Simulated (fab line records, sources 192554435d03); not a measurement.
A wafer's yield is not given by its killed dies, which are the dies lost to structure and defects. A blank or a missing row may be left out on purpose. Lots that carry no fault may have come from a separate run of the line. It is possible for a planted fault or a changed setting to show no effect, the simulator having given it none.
fab line records | flow n5Finfet
[record] lots = 24 wafers = 72 lastDay = 18
route steps=1938 shown HKMG_FIN@455 GATE_CUT@488
lots that met no fault: from a run of the same line without faults
startH: hours from the record's opening day to when the first of the lot's shown wafers began | waitH: hours from the lot's prior step to this one | " as in the row above | L1.1+2: one row covering several wafers at once | - no value, or no start was given | * or withheld: withheld | < > ~ a bound
route shown NAME@n: NAME is a module with steps in the file, n the number in the route of the first one | usual: mean/standard deviation of fault-free wafers | same: alike in all rows | chamber/n: place in a boat | sites: the reading at each site | _std_site: the values' standard deviation | _edge_site: the outer-site mean with the inner-site mean subtracted | radiusMm: for every site, how far away it sits from the centre of the wafer | mask NAME#n: copy n | behind: the last tool/chamber to shape the wafer | hold: why the lot was held/for how many hours/how that ended | device: names the non-switching transistor (n, p or np) | end of line: the tests these same wafers got at the end of their route | a step given without rows: its recipe and nothing more | killed: dies that structure and defects cost at the first sort, which is not the same as the wafer's yield | map: dies across one wafer; x = killed, . = not, _ = none there
set.NAME: the setting the step ran with; set.NAME@STEP: the setting that earlier step ran with | model.NAME: the simulator's own value behind a step, which no gauge read
the route's steps for a sample of lots (tables are steps, rows are wafers)
services: a tool's chamber out of use, with start hour (startH, from the record's first day; less than 0 if before it), hours out, and reason
[[steps]]
[step N5_HKMG_FIN_STRIP_69]
[recipe] chemistry = N2/H2 powerW = 2500 tempC = 300 h2Frac = 0.65 timeS = 360 pressureMtorr = withheld n2FlowSccm = 1750 h2FlowSccm = 3250
[usual] drypumpMotorCurrentA = 5.9/0.69 heaterPowerW = 484/28
[same] timeS = 360
// columns lot.wafer tool chamber startH waitH drypumpMotorCurrentA heaterPowerW rfHoursCounterH
L074.2 plasmaAsher-01 1 78.65 0.2 4.9 471 84
L074.3 " 1 " " 4.8 467 -
L074.4 " 0 " " 6.1 459 -
L075.2 plasmaAsher-02 1 84.28 0.2 5.7 538 37
L075.4 " 1 " " 5.7 521 -
L075.5 " 1 " " 5.7 514 -
L076.1 plasmaAsher-02 0 91.49 0.1 6.8 471 39
L076.3 " 1 " " 5.7 532 -
L076.4 " 0 " " 6.8 475 -
L077.1 plasmaAsher-02 1 96.75 0.1 5.7 520 40
L077.4 " 0 " " 6.7 471 -
L077.6 " 0 " " 6.8 469 -
L078.1 plasmaAsher-01 0 102.04 0.1 6.2 452 89
L078.3 " 0 " " 6.1 480 -
L078.6 " 0 " " 6.1 468 -
L079.1 plasmaAsher-02 0 110.21 0.2 6.7 469 42
L079.3 " 1 " " 5.7 536 -
L079.5 " 1 " " 5.6 529 -
L080.1 plasmaAsher-01 1 114.00 0.1 4.9 476 91
L080.2 " 0 " " 6.1 471 91
L080.4 " 1 " " 4.9 453 -
L081.1 plasmaAsher-01 0 124.99 0.3 6.1 473 93
L081.2 " 1 " " 4.9 467 93
L081.3 " 1 " " 4.9 466 -
L082.1 plasmaAsher-01 1 130.18 0.2 4.9 467 95
L082.2 " 0 " " 6.1 469 95
L082.6 " 1 " " 4.9 476 -
L083.1 plasmaAsher-01 0 138.78 0.2 6.1 462 97
L083.2 " 1 " " 4.9 464 97
L083.4 " 0 " " 6.1 467 -
L084.1 plasmaAsher-02 1 139.22 0.2 5.7 529 47
L084.3 " 1 " " 5.7 526 -
L084.6 " 0 " " 6.8 476 -
L085.2 plasmaAsher-02 0 147.69 0.1 6.8 464 49
L085.3 " 0 " " 6.8 465 -
L085.6 " 0 " " 6.7 467 -
L086.2 plasmaAsher-02 1 155.73 0.1 5.7 529 51
L086.3 " 1 " " 5.7 526 -
L086.4 " 0 " " 6.8 473 -
L087.2 plasmaAsher-01 1 158.36 0.1 4.9 477 100
L087.4 " 1 " " 4.9 472 -
L087.6 " 0 " " 6.1 453 -
L088.1 plasmaAsher-01 0 162.59 0.1 6.1 450 101
L088.2 " 1 " " 4.9 473 101
L088.5 " 1 " " 4.8 473 -
L089.1 plasmaAsher-02 0 169.35 0.1 6.8 463 54
L089.5 " 1 " " 5.7 540 -
L089.6 " 0 " " 6.7 476 -
L090.1 plasmaAsher-02 1 173.43 0.1 5.7 521 55
L090.3 " 1 " " 5.7 536 -
L090.5 " 0 " " 6.8 473 -
L091.2 plasmaAsher-01 0 181.24 0.1 6.1 469 105
L091.3 " 1 " " 4.8 477 -
L091.4 " 0 " " 6.1 462 -
L092.1 plasmaAsher-01 1 185.52 0.1 4.9 470 105
L092.2 " 0 " " 6.1 460 105
L092.5 " 1 " " 4.8 469 -
L093.2 plasmaAsher-02 1 193.29 0.1 5.7 524 59
L093.4 " 0 " " 6.8 466 -
L093.6 " 0 " " 6.8 465 -
L094.2 plasmaAsher-02 1 199.93 0.1 5.7 531 61
L094.5 " 0 " " 6.8 460 -
L094.6 " 1 " " 5.7 535 -
L095.1 plasmaAsher-02 1 204.62 0.1 5.7 521 62
L095.3 " 1 " " 5.7 520 -
L095.4 " 0 " " 6.8 471 -
L096.1 plasmaAsher-02 1 210.75 0.1 5.7 530 63
L096.2 " 0 " " 6.8 469 63
L096.3 " 0 " " 6.7 459 -
L097.1 plasmaAsher-01 1 215.68 0.1 4.8 468 111
L097.4 " 1 " " 4.9 478 -
L097.5 " 0 " " 6.1 479 -
[step N5_HKMG_FIN_CMP_94]
[recipe] stopOn = SiNx postCmpClean = wDiluteNh4oh tOverpolishS = 4.7 downForcePsi = 4 platenRpm = 50.289 padVelocityMS = 1.0006 targetThkNm = 43.299
[usual] motorCurrentA = 11.8/1 padLifeWafers = 1176/510 retainingRingPressureFrac = 1.000/0.0046
// columns lot.wafer tool chamber startH waitH motorCurrentA padLifeWafers retainingRingPressureFrac
L074.2 cmp-02 0 80.05 0.4 10.2 810 1.000
L074.3 " 1 " " 10.9 811 1.000
L074.4 " 2 " " 12.3 812 0.994
L075.4 cmp-03 3 85.68 0.4 12.3 180 0.997
L075.2 " 2 " " 12.9 183 0.996
L075.5 " 3 " " 12.5 - 1.002
L076.1 cmp-02 1 92.91 0.4 10.7 924 0.999
L076.4 " 3 " " 12.3 926 1.000
L076.3 " 0 " " 10.4 927 0.999
L077.1 cmp-03 1 98.24 0.3 13.3 290 1.002
L077.4 " 2 " " 12.8 291 0.993
L077.6 " 0 " " 10.7 - 1.002
L078.1 cmp-03 3 103.47 0.3 12.0 343 1.003
L078.3 " 1 " " 13.6 345 1.002
L078.6 " 2 " " 12.5 - 1.004
L079.1 cmp-04 2 111.68 0.3 10.8 1286 0.996
L079.3 " 3 " " 11.5 1287 1.012
L079.5 " 0 " " 11.6 - 1.007
L080.4 cmp-04 1 115.40 0.4 12.7 1314 1.002
L080.1 " 3 " " 11.3 1316 0.999
L080.2 " 0 " " 11.9 1317 0.993
L081.3 cmp-02 3 126.42 0.3 13.0 1153 0.992
L081.1 " 0 " " 10.7 1154 1.004
L081.2 " 1 " " 10.6 1155 1.001
L082.2 cmp-03 3 131.59 0.4 12.1 600 1.005
L082.1 " 2 " " 12.7 603 1.006
L082.6 " 3 " " 12.2 - 0.997
L083.1 cmp-04 0 140.21 0.3 11.3 1525 1.003
L083.4 " 1 " " 13.3 1526 1.000
L083.2 " 2 " " 10.7 1527 1.008
L084.1 cmp-03 0 140.62 0.4 10.1 672 0.996
L084.3 " 3 " " 12.1 675 0.996
L084.6 " 0 " " 10.9 - 0.997
L085.2 cmp-03 1 149.15 0.3 12.6 758 0.999
L085.3 " 2 " " 12.8 759 1.005
L085.6 " 0 " " 10.9 - 1.007
L086.4 cmp-02 0 157.12 0.4 10.4 1386 1.004
L086.2 " 1 " " 10.4 1387 0.997
L086.3 " 3 " " 13.1 1389 0.993
L087.2 cmp-04 2 159.76 0.4 11.9 1680 1.000
L087.4 " 1 " " 13.5 1683 1.006
L087.6 " 3 " " 10.7 - 0.999
L088.1 cmp-04 3 163.99 0.4 11.7 1710 0.996
L088.2 " 2 " " 11.2 1713 0.996
L088.5 " 0 " " 11.4 - 0.998
L089.1 cmp-02 0 170.83 0.2 10.9 1485 0.993
L089.5 " 1 " " 10.6 - 0.995
L089.6 " 2 " " 11.7 - 1.002
L090.1 cmp-03 2 174.88 0.3 12.1 968 1.001
L090.3 " 3 " " 12.5 969 1.006
L090.5 " 0 " " 10.5 - 0.999
L091.3 cmp-02 1 182.64 0.4 10.8 1584 0.998
L091.2 " 2 " " 11.9 1585 1.001
L091.4 " 0 " " 10.4 1587 0.997
L092.1 cmp-03 1 189.73 3.2 13.9 1056 0.998
L092.2 " 0 " " 10.5 1059 0.994
L092.5 " 2 " " 12.6 - 0.993
L093.4 cmp-02 1 194.71 0.3 10.8 1663 1.004
L093.2 " 3 " " 13.2 1665 0.997
L093.6 " 0 " " 10.6 - 1.009
L094.2 cmp-04 0 201.33 0.4 11.7 1956 1.000
L094.5 " 0 " " 11.7 - 0.995
L094.6 " 1 " " 13.3 - 0.999
L095.3 cmp-02 2 206.05 0.3 11.3 1753 0.995
L095.4 " 3 " " 13.5 1754 1.004
L095.1 " 0 " " 10.5 1755 1.003
L096.1 cmp-03 2 212.15 0.4 12.2 1236 0.993
L096.3 " 3 " " 12.3 1237 0.997
L096.2 " 0 " " 10.7 1238 1.001
L097.1 cmp-02 3 217.08 0.4 13.0 1860 0.999
L097.4 " 1 " " 10.9 1862 1.005
L097.5 " 0 " " 10.4 - 1.006
[step N5_GATE_CUT_OVL_MEAS_14]
[recipe] pointsPerWafer = 522
[usual] GATE_CUT_OVL = -0.2/0.56
[same] pointsPerWafer = 522
// columns lot.wafer tool chamber startH waitH GATE_CUT_OVL[nm]
L074.2 overlay-02 0 85.64 0.0 -0.5
L074.3 " 0 " " -0.7
L074.4 " 0 " " 0.0
L075.2 overlay-01 0 92.86 0.0 -0.2
L075.4 " 0 " " -0.3
L075.5 " 0 " " 0.1
L076.1 overlay-01 0 100.00 0.0 0.1
L076.3 " 0 " " 0.0
L076.4 " 0 " " 0.6
L077.1 overlay-02 0 102.75 0.0 0.0
L077.4 " 0 " " -1.0
L077.6 " 0 " " 0.2
L078.1 overlay-02 0 107.32 0.0 0.4
L078.3 " 0 " " -0.2
L078.6 " 0 " " -0.9
L079.1 overlay-01 0 115.61 0.0 -0.7
L079.3 " 0 " " -0.7
L079.5 " 0 " " -0.2
L080.1 overlay-01 0 119.41 0.0 -0.5
L080.2 " 0 " " -0.4
L080.4 " 0 " " -0.6
L081.1 overlay-02 0 130.62 0.0 0.3
L081.2 " 0 " " 0.3
L081.3 " 0 " " -0.4
L082.1 overlay-01 0 135.99 0.0 -0.4
L082.2 " 0 " " -0.4
L082.6 " 0 " " -0.4
L083.1 overlay-02 0 144.14 0.0 -1.0
L083.2 " 0 " " -0.9
L083.4 " 0 " " -0.3
L084.1 overlay-02 0 144.86 0.0 -0.7
L084.3 " 0 " " -0.9
L084.6 " 0 " " -0.1
L085.2 overlay-02 0 153.07 0.0 0.6
L085.3 " 0 " " -0.4
L085.6 " 0 " " 1.8
L086.2 overlay-01 0 161.15 0.0 -0.4
L086.3 " 0 " " -0.5
L086.4 " 0 " " -0.3
L087.2 overlay-02 0 163.73 0.0 0.3
L087.4 " 0 " " -0.4
L087.6 " 0 " " 0.1
L088.1 overlay-02 0 167.93 0.0 0.8
L088.2 " 0 " " -0.1
L088.5 " 0 " " 0.1
L089.1 overlay-01 0 174.97 0.0 -0.7
L089.5 " 0 " " -0.2
L089.6 " 0 " " -0.7
L090.1 overlay-01 0 178.83 0.0 -0.1
L090.3 " 0 " " 1.2
L090.5 " 0 " " 0.3
L091.2 overlay-01 0 186.51 0.0 -0.8
L091.3 " 0 " " -0.2
L091.4 " 0 " " 0.4
L092.1 overlay-01 0 194.06 0.0 -0.2
L092.2 " 0 " " 0.4
L092.5 " 0 " " -0.9
L093.2 overlay-01 0 198.93 0.0 -0.4
L093.4 " 0 " " -0.5
L093.6 " 0 " " 0.2
L094.2 overlay-02 0 205.25 0.0 -0.9
L094.5 " 0 " " 0.2
L094.6 " 0 " " -1.0
L095.1 overlay-01 0 210.07 0.0 -0.7
L095.3 " 0 " " -0.4
L095.4 " 0 " " 0.2
L096.1 overlay-02 0 217.88 0.0 0.2
L096.2 " 0 " " -0.9
L096.3 " 0 " " 0.6
L097.1 overlay-02 0 220.94 0.0 -0.1
L097.4 " 0 " " 0.6
L097.5 " 0 " " -0.4
[step N5_GATE_CUT_INSPECT_15]
[recipe] mode = adi inspectInstrument = brightfield
[usual] rawDefectCount = 154/49
// columns lot.wafer tool chamber startH waitH rawDefectCount
L074.2 defectInspect-02 - 85.69 0.0 133
L074.3 " - " " 230
L074.4 " - " " 164
L075.2 defectInspect-01 - 92.91 0.0 132
L075.4 " - " " 249
L075.5 " - " " 245
L076.1 defectInspect-01 - 100.06 0.1 62
L076.3 " - " " 88
L076.4 " - " " 92
L077.1 defectInspect-02 - 102.81 0.1 224
L077.4 " - " " 173
L077.6 " - " " 186
L078.1 defectInspect-01 - 107.38 0.1 199
L078.3 " - " " 197
L078.6 " - " " 176
L079.1 defectInspect-01 - 115.67 0.1 137
L079.3 " - " " 112
L079.5 " - " " 124
L080.1 defectInspect-01 - 119.47 0.1 138
L080.2 " - " " 141
L080.4 " - " " 165
L081.1 defectInspect-02 - 130.68 0.1 133
L081.2 " - " " 126
L081.3 " - " " 114
L082.1 defectInspect-02 - 136.05 0.1 84
L082.2 " - " " 99
L082.6 " - " " 194
L083.1 defectInspect-02 - 144.20 0.1 187
L083.2 " - " " 327
L083.4 " - " " 225
L084.1 defectInspect-02 - 144.91 0.1 169
L084.3 " - " " 184
L084.6 " - " " 193
L085.2 defectInspect-02 - 153.12 0.0 185
L085.3 " - " " 138
L085.6 " - " " 174
L086.2 defectInspect-01 - 161.21 0.0 201
L086.3 " - " " 112
L086.4 " - " " 162
L087.2 defectInspect-01 - 163.78 0.0 145
L087.4 " - " " 190
L087.6 " - " " 130
L088.1 defectInspect-02 - 167.99 0.1 90
L088.2 " - " " 144
L088.5 " - " " 150
L089.1 defectInspect-02 - 175.03 0.1 129
L089.5 " - " " 129
L089.6 " - " " 86
L090.1 defectInspect-02 - 178.88 0.1 150
L090.3 " - " " 202
L090.5 " - " " 173
L091.2 defectInspect-02 - 186.57 0.0 122
L091.3 " - " " 128
L091.4 " - " " 197
L092.1 defectInspect-01 - 194.12 0.1 134
L092.2 " - " " 118
L092.5 " - " " 129
L093.2 defectInspect-02 - 198.98 0.0 142
L093.4 " - " " 110
L093.6 " - " " 226
L094.2 defectInspect-02 - 205.30 0.0 155
L094.5 " - " " 113
L094.6 " - " " 134
L095.1 defectInspect-01 - 210.13 0.1 191
L095.3 " - " " 150
L095.4 " - " " 160
L096.1 defectInspect-01 - 217.94 0.1 105
L096.2 " - " " 99
L096.3 " - " " 131
L097.1 defectInspect-01 - 221.00 0.1 126
L097.4 " - " " 137
L097.5 " - " " 91
[step N5_GATE_CUT_CMP_43]
[recipe] material = SiO2 postCmpClean = rinseOnly
[usual] motorCurrentA = 11.8/1 padLifeWafers = 972/510 retainingRingPressureFrac = 1.000/0.0051
// columns lot.wafer tool chamber startH waitH motorCurrentA padLifeWafers retainingRingPressureFrac
L074.2 cmp-02 0 90.23 0.0 10.3 894 1.007
L074.4 " 1 " " 11.3 895 0.997
L074.3 " 3 " " 12.1 897 0.999
L075.2 cmp-02 1 97.58 0.0 11.0 960 1.000
L075.4 " 3 " " 13.1 962 0.994
L075.5 " 2 " " 11.9 - 0.997
L076.3 cmp-01 2 103.37 0.1 11.4 1903 0.994
L076.1 " 3 " " 12.9 1904 1.004
L076.4 " 0 " " 11.0 1905 1.005
L077.4 cmp-03 1 105.84 0.1 13.3 367 0.998
L077.1 " 2 " " 12.2 368 0.998
L077.6 " 0 " " 10.7 - 0.996
L078.3 cmp-01 1 110.23 0.2 11.4 1958 1.004
L078.1 " 2 " " 11.3 1959 0.998
L078.6 " 0 " " 10.8 - 0.994
L079.3 cmp-03 3 119.13 0.1 12.3 493 0.997
L079.1 " 0 " " 9.9 494 1.007
L079.5 " 2 " " 12.9 - 1.000
L080.1 cmp-02 1 122.84 0.1 10.4 1117 1.003
L080.4 " 2 " " 12.0 1118 0.991
L080.2 " 3 " " 12.7 1119 1.006
L081.3 cmp-03 1 133.72 0.1 13.6 619 0.998
L081.2 " 2 " " 13.0 620 0.999
L081.1 " 3 " " 11.7 621 1.004
L082.1 cmp-03 3 139.42 0.2 12.1 656 1.004
L082.2 " 0 " " 11.3 657 1.007
L082.6 " 1 " " 12.6 - 0.996
L083.1 cmp-03 2 146.89 0.0 12.2 732 1.004
L083.4 " 3 " " 12.1 733 1.006
L083.2 " 0 " " 10.3 734 1.002
L084.3 cmp-01 1 147.91 0.0 10.8 186 0.994
L084.1 " 0 " " 10.8 189 0.998
L084.6 " 1 " " 11.2 - 0.998
L085.2 cmp-01 2 155.90 0.0 10.8 246 0.998
L085.3 " 3 " " 12.5 247 0.995
L085.6 " 3 " " 12.7 - 1.006
L086.2 cmp-03 1 163.97 0.1 13.4 865 1.004
L086.4 " 2 " " 12.1 866 1.003
L086.3 " 3 " " 11.7 867 1.010
L087.4 cmp-01 1 166.62 0.1 10.6 343 1.006
L087.2 " 2 " " 11.7 344 0.992
L087.6 " 1 " " 11.1 - 1.003
L088.2 cmp-03 3 171.15 0.2 12.8 932 0.991
L088.1 " 0 " " 10.2 933 1.008
L088.5 " 1 " " 12.7 - 0.996
L089.1 cmp-02 1 178.36 0.2 10.9 1544 0.999
L089.6 " 3 " " 12.5 - 0.998
L089.5 " 0 " " 10.2 - 0.996
L090.1 cmp-03 0 181.57 0.0 11.0 1020 0.994
L090.3 " 2 " " 12.9 1022 1.003
L090.5 " 1 " " 12.8 - 1.007
L091.3 cmp-02 2 189.33 0.1 11.4 1621 0.996
L091.4 " 3 " " 13.1 1622 1.003
L091.2 " 0 " " 10.2 1623 0.999
L092.2 cmp-01 2 196.81 0.0 11.3 570 1.006
L092.1 " 0 " " 11.4 572 0.996
L092.5 " 2 " " 11.1 - 1.010
L093.4 cmp-03 2 201.66 0.0 12.8 1146 1.000
L093.2 " 0 " " 10.4 1148 1.000
L093.6 " 2 " " 12.7 - 1.000
L094.2 cmp-03 3 208.15 0.1 11.9 1189 1.003
L094.6 " 2 " " 12.6 - 0.996
L094.5 " 3 " " 12.7 - 1.003
L095.4 cmp-02 0 212.92 0.0 10.3 1818 1.007
L095.3 " 1 " " 11.0 1819 1.003
L095.1 " 2 " " 12.1 1820 0.996
L096.3 cmp-01 3 220.79 0.0 12.3 780 1.000
L096.1 " 0 " " 10.7 781 0.995
L096.2 " 2 " " 11.7 783 1.001
L097.4 cmp-03 1 224.28 0.0 13.3 1338 0.991
L097.1 " 3 " " 12.3 1340 1.002
L097.5 " 1 " " 13.7 - 1.002
[step N5_GATE_CUT_CMP_61]
[recipe] stopOn = SiNx tOverpolishS = 3 postCmpClean = alkalineBrush downForcePsi = 4 platenRpm = 27.09 padVelocityMS = 0.539
[usual] motorCurrentA = 11.9/1 padLifeWafers = 978/510 retainingRingPressureFrac = 1.000/0.0051
// columns lot.wafer tool chamber startH waitH motorCurrentA padLifeWafers retainingRingPressureFrac
L074.2 cmp-02 0 90.71 0.4 9.7 900 1.001
L074.4 " 1 " " 11.1 901 0.999
L074.3 " 3 " " 12.3 903 0.995
L075.2 cmp-02 1 98.06 0.4 10.5 966 0.993
L075.4 " 3 " " 13.3 968 0.996
L075.5 " 2 " " 12.1 - 1.003
L076.3 cmp-01 2 103.80 0.3 11.4 1909 0.996
L076.1 " 3 " " 13.2 1910 0.992
L076.4 " 0 " " 10.6 1911 0.997
L077.4 cmp-03 1 106.27 0.3 14.1 373 1.000
L077.1 " 2 " " 12.2 374 1.002
L077.6 " 0 " " 11.0 - 1.007
L078.3 cmp-01 1 110.61 0.3 11.6 1964 1.001
L078.1 " 2 " " 11.3 1965 0.995
L078.6 " 0 " " 11.3 - 1.001
L079.3 cmp-03 3 119.56 0.3 12.4 499 1.004
L079.1 " 0 " " 10.0 500 1.008
L079.5 " 2 " " 12.9 - 1.002
L080.1 cmp-02 1 123.27 0.3 10.4 1123 1.002
L080.4 " 2 " " 12.0 1124 0.998
L080.2 " 3 " " 13.3 1125 1.009
L081.3 cmp-03 1 134.15 0.3 13.4 625 1.003
L081.2 " 2 " " 12.9 626 1.000
L081.1 " 3 " " 12.5 627 0.999
L082.1 cmp-03 3 139.80 0.3 12.3 662 1.001
L082.2 " 0 " " 11.3 663 1.005
L082.6 " 1 " " 13.5 - 0.997
L083.1 cmp-03 2 147.37 0.4 12.2 738 0.996
L083.4 " 3 " " 12.4 739 0.999
L083.2 " 0 " " 10.8 740 0.998
L084.3 cmp-01 1 148.39 0.4 10.9 192 1.004
L084.1 " 0 " " 10.5 195 1.002
L084.6 " 1 " " 11.0 - 0.998
L085.2 cmp-01 2 156.38 0.4 11.3 252 1.007
L085.3 " 3 " " 12.0 253 0.999
L085.6 " 3 " " 12.8 - 1.006
L086.2 cmp-03 1 164.40 0.3 13.8 871 1.008
L086.4 " 2 " " 12.5 872 0.989
L086.3 " 3 " " 12.3 873 1.002
L087.4 cmp-01 1 167.05 0.3 11.4 349 0.994
L087.2 " 2 " " 11.4 350 1.005
L087.6 " 1 " " 11.2 - 0.999
L088.2 cmp-03 3 171.53 0.3 12.1 938 0.990
L088.1 " 0 " " 11.5 939 1.000
L088.5 " 1 " " 13.2 - 1.011
L089.1 cmp-02 1 178.74 0.3 10.7 1550 1.003
L089.6 " 3 " " 13.6 - 0.996
L089.5 " 0 " " 10.2 - 0.995
L090.1 cmp-03 0 182.05 0.4 10.3 1026 0.994
L090.3 " 2 " " 12.7 1028 1.004
L090.5 " 1 " " 13.5 - 0.999
L091.3 cmp-02 2 189.76 0.3 12.1 1627 0.998
L091.4 " 3 " " 12.7 1628 0.998
L091.2 " 0 " " 10.5 1629 1.005
L092.2 cmp-01 2 197.29 0.4 11.5 576 0.992
L092.1 " 0 " " 10.9 578 1.008
L092.5 " 2 " " 11.5 - 0.990
L093.4 cmp-03 2 203.57 1.8 12.7 1152 0.998
L093.2 " 0 " " 10.3 1154 0.998
L093.6 " 2 " " 13.3 - 0.996
L094.2 cmp-03 3 208.58 0.3 12.0 1195 1.005
L094.6 " 2 " " 13.0 - 1.000
L094.5 " 3 " " 12.6 - 1.006
L095.4 cmp-02 0 213.40 0.4 10.4 1824 1.006
L095.3 " 1 " " 11.0 1825 0.997
L095.1 " 2 " " 12.1 1826 0.994
L096.3 cmp-01 3 221.27 0.4 12.8 786 0.996
L096.1 " 0 " " 11.4 787 0.999
L096.2 " 2 " " 10.9 789 0.996
L097.4 cmp-03 1 224.76 0.4 13.4 1344 0.997
L097.1 " 3 " " 13.1 1346 0.998
L097.5 " 1 " " 12.4 - 0.995
[[services]]
// columns tool chamber startH hours kind
cmp-01 - 59.72 8.0 pm
cmp-03 - 62.01 4.0 pm
cmp-03 - 66.01 - consumableReplace:conditioner
cmp-03 - 66.01 - consumableReplace:pad
cmp-04 - 82.49 5.3 pm
cmp-04 - 88.90 2.5 repair
cmp-02 - 98.90 5.3 pm
cmp-01 - 122.54 4.0 pm
cmp-01 - 126.54 - consumableReplace:conditioner
cmp-01 - 126.54 - consumableReplace:pad
cmp-03 - 134.93 0.7 repair
plasmaAsher-01 - 145.89 2.8 pm
cmp-04 - 206.72 4.0 pm
cmp-04 - 210.72 - consumableReplace:conditioner
cmp-04 - 210.72 - consumableReplace:pad
cmp-04 - 211.32 2.4 repair
cmp-03 - 218.25 0.6 repair
cmp-04 - 220.99 1.0 repair
[[key]]
fault none
